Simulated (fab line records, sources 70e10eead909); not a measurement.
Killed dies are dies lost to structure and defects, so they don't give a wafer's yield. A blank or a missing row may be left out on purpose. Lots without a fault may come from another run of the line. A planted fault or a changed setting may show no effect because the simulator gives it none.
Problem report in the 8D (eight disciplines) form, filled by code | flow nand_harc | the parts of the form that need people (team, actions taken, sign-off) are left out

1. THE PROBLEM
killed_dies at NHARC_END_SORT_01 reads a mean of 117 on 3 wafers of 2 lots; wafers without a fault read 32 with a standard deviation of 11. That is +7.7 standard deviations from the usual mean.
First seen on wafer L597.1, day 20 04:56, on prober-02. The record holds 6 wafers of 2 lots with a number at this step. Rule for "out", or "out of limits": more than 4 standard deviations from the usual mean. The other wafers with a number count as sound.

2. WHAT IT IS AND WHAT IT IS NOT
question                    | is                           | is not
which readings at this step | killed_dies, killed_at_array | killed_at_other, killed_at_periphery, killed_open, killed_short
which lots                  | L597, L600                   | -
which wafers of those lots  | L597.1, L597.5, L600.6       | L597.3, L600.1, L600.5
read on which gauges        | prober-01, prober-02         | -
when                        | from day 20 04:56            | up to then (0 sound wafers); but 3 sound wafers of L597, L600 came after

3. SUSPECTS, AND WHAT RULES EACH OUT
Counting: a tool at a process step up to the reading stays a suspect if it ran every lot that is out. Sound lots after the first of them don't rule it out here, since some wafers of a struck lot are sound.
- the gauge at NHARC_END_SORT_01: ruled out. The wafers that are out were read on 2 gauges (prober-01, prober-02).
- pecvd-04 at NHARC_A_STAIRCASE_DEP_417 (deposits Si3N4, target thk 60 nm): kept. It ran every lot that is out, first L597 (day 13 05:05).
- Within pecvd-04 at NHARC_A_STAIRCASE_DEP_417: the wafers that are out ran in chamber 2; their sound lot-mates ran in chamber 1.
Left after counting: pecvd-04 at NHARC_A_STAIRCASE_DEP_417.

4. THE CAUSE (what the simulator had put in)
Chamber particle source: pecvd-04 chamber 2, from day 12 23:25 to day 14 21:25, at NHARC_A_STAIRCASE_DEP_417. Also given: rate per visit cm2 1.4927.
Counting left only this tool.

5. THE CHAIN OF EFFECTS, in route order
Each row: a reading whose mean over the struck wafers that have a number lies more than 3 standard deviations from the usual. Only readings for which the record gives a usual standard deviation are gone through. hours: the time from each lot's start at the first step in this table that gives one to its start at this step, as a median over the lots. sigmas: the change in usual standard deviations.
hours | step              | reading         | usual | on struck wafers | change | sigmas
0     | NHARC_END_SORT_01 | killed_at_array | 29    | 112              | +83    | +7.6
0     | NHARC_END_SORT_01 | killed_dies     | 32    | 117              | +85    | +7.7

6. WHAT WOULD HAVE CAUGHT IT SOONER
In this record the first reading out of limits at a measuring or inspecting step was taken at day 20 04:56, 174 hours after the fault began at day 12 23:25.
Of the tool readings at NHARC_A_STAIRCASE_DEP_417 for which the record gives a usual standard deviation, none was out on any struck wafer, so an alarm limit of 4 standard deviations on them would not have fired.
All the lots that are out (2) had begun NHARC_A_STAIRCASE_DEP_417 on pecvd-04 by day 20 04:56. A hold on the tool at that time would have spared none of them.
